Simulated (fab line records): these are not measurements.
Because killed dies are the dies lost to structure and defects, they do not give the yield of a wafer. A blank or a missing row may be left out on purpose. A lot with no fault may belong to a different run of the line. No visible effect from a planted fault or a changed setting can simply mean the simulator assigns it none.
A struck lot beside a sound one ; flow n5-finfet ; 16 out of 1938 route steps
Sound: wafers L497.3, L497.5, L497.6. Struck: wafer L511.2; the same lot's L511.6 was not struck, so it is left out; see the end for the cause.
Each step with rows lists, per side, the tool, then ch with its chambers, then its first start. Under that, the readings that differ: sound wafers ; struck wafers ; difference of the means ; sigmas: that difference in standard deviations of wafers without a fault.
alike: a reading whose means differ by less than 2 such deviations, as well as words and numbers matching on both sides. not compared: withheld readings; readings where some wafer has no value; bounds like >300 that might hide an equal value; numbers whose values overlap and for which the record gives no deviation.
A row with sigmas, a row that says differs or no value, or rows on one side alone: a step with any of these is where the two part. Non-overlapping numbers with no deviation appear without sigmas and do not part them. Lack of a reading on every wafer of one side parts them only where that side has two or more wafers.

first, 3 steps without rows for these wafers: N5_GATE_CUT_EXPOSE_10 (exposes mask GATE CUT, target cd 20 nm); N5_GATE_CUT_PEB_11 (peb time 60 s); N5_GATE_CUT_DEVELOP_12 (develop time 30 s).
N5_GATE_CUT_CD_MEAS_13 targets a cd of 20 nm.
  sound on cd-sem-02 ch 0, day 5 02:38; struck on cd-sem-01 ch 0, day 8 09:32
  alike: cd-nm
N5_GATE_CUT_OVL_MEAS_14:
  sound on overlay-01 ch 0, day 5 02:41; struck on overlay-02 ch 0, day 8 09:34
  alike: GATE_CUT_OVL
N5_GATE_CUT_INSPECT_15: inspects for defects (brightfield).
  sound on defect-inspect-01 at day 5 02:44; struck on defect-inspect-01 at day 8 09:37
  alike: raw-defect-count
N5_GATE_CUT_DESCUM_18: chemistry O2, time 7 s.
  sound on rie-diel-05 ch 0,1, day 5 02:46; struck on rie-diel-03 ch 1, day 8 09:39
reading;sound;struck;difference;sigmas
throttle-valve-pct (%);20.15 20.16 20.28;20.74;+0.54;+4
  alike: drypump-motor-current-A, oes-product-au, rf-vpp-V, showerhead-plenum-p-Torr
  not compared: rf-hours-counter-h
N5_GATE_CUT_ETCH_28: etches underlayer in N2/H2, target depth 13 nm, time 10.4 s.
  sound on rie-diel-05 ch 0,1, day 5 02:48; struck on rie-diel-03 ch 1, day 8 09:41
reading;sound;struck;difference;sigmas
throttle-valve-pct (%);17.59 17.61 17.73;18.31;+0.67;+4
  alike: bias-w, drypump-motor-current-A, etch-rf-on-time-s, oes-product-au, rf-vpp-V, showerhead-plenum-p-Torr
  not compared: rf-hours-counter-h
N5_GATE_CUT_ETCH_36: etches SiARC in CF4, target depth 13 nm, time 21.7 s.
  sound on rie-diel-05 ch 0,1, day 5 02:49; struck on rie-diel-03 ch 1, day 8 09:43
reading;sound;struck;difference;sigmas
throttle-valve-pct (%);15.23 15.24 15.46;15.91;+0.60;+4
  alike: bias-w, drypump-motor-current-A, etch-rf-on-time-s, mfc-ar-sccm, oes-product-au, rf-vpp-V, showerhead-plenum-p-Torr
  not compared: rf-hours-counter-h
N5_GATE_CUT_ETCH_37: etches SOC in N2/H2, target depth 60 nm, overetch 12 nm, time 90 s.
  sound on rie-diel-05 ch 0,1, day 5 02:50; struck on rie-diel-03 ch 1, day 8 09:44
reading;sound;struck;difference;sigmas
throttle-valve-pct (%);17.57 17.55 17.69;18.28;+0.68;+4
  alike: bias-w, drypump-motor-current-A, oes-product-au, rf-vpp-V, showerhead-plenum-p-Torr
  not compared: rf-hours-counter-h
then, 2 steps without rows for these wafers: N5_GATE_CUT_STRIP_38 (strips in N2/H2); N5_GATE_CUT_STRIP_39 (strips in N2/H2).
N5_GATE_CUT_HM_OPEN_40: chemistry C4F6/O2, target SiO2, target depth 139 nm, time 85.1 s.
  sound on rie-diel-05 ch 0,1, day 5 02:56; struck on rie-diel-03 ch 1, day 8 09:49
reading;sound;struck;difference;sigmas
etch-rf-on-time-s (s);92.7 94.4 98.3;70.8;-24.3;-13
throttle-valve-pct (%);20.67 20.66 20.76;21.40;+0.70;+4
  alike: bias-w, drypump-motor-current-A, mfc-ar-sccm, oes-product-au, rf-vpp-V, showerhead-plenum-p-Torr
  not compared: rf-hours-counter-h
N5_GATE_CUT_STRIP_41: strips in CF4.
  sound on rie-diel-05 ch 0,1, day 5 02:59; struck on rie-diel-03 ch 1, day 8 09:53
reading;sound;struck;difference;sigmas
throttle-valve-pct (%);13.17 13.16 13.46;13.89;+0.63;+4
  alike: drypump-motor-current-A, oes-product-au, rf-vpp-V, showerhead-plenum-p-Torr
  not compared: rf-hours-counter-h
-- a jump in the record: the struck wafers' starts before and after are 6 days apart (it breaks off in module GATE_CUT and resumes in module BEOL_M4, where the first step shown is number 1111 of the route) --
N5_BEOL_M4_RC_MEAS_101:
  sound on prober-02 ch 0, day 11 02:54; struck on prober-02 ch 0, day 14 08:26
  alike: DIBL_N, DIBL_P, IOFF_N, IOFF_P, ION_N, ION_P, SS_N, SS_P, VT_N, VT_P
after that, 1 step had no rows for these wafers: N5_PASSIVATION_PROBE_49.

== WHERE THEY PART ==
First at N5_GATE_CUT_DESCUM_18; last, within this record, at N5_GATE_CUT_STRIP_41. Later steps at which nothing parts them and some readings are alike: N5_BEOL_M4_RC_MEAS_101.

WHY: what had been put in by the simulator
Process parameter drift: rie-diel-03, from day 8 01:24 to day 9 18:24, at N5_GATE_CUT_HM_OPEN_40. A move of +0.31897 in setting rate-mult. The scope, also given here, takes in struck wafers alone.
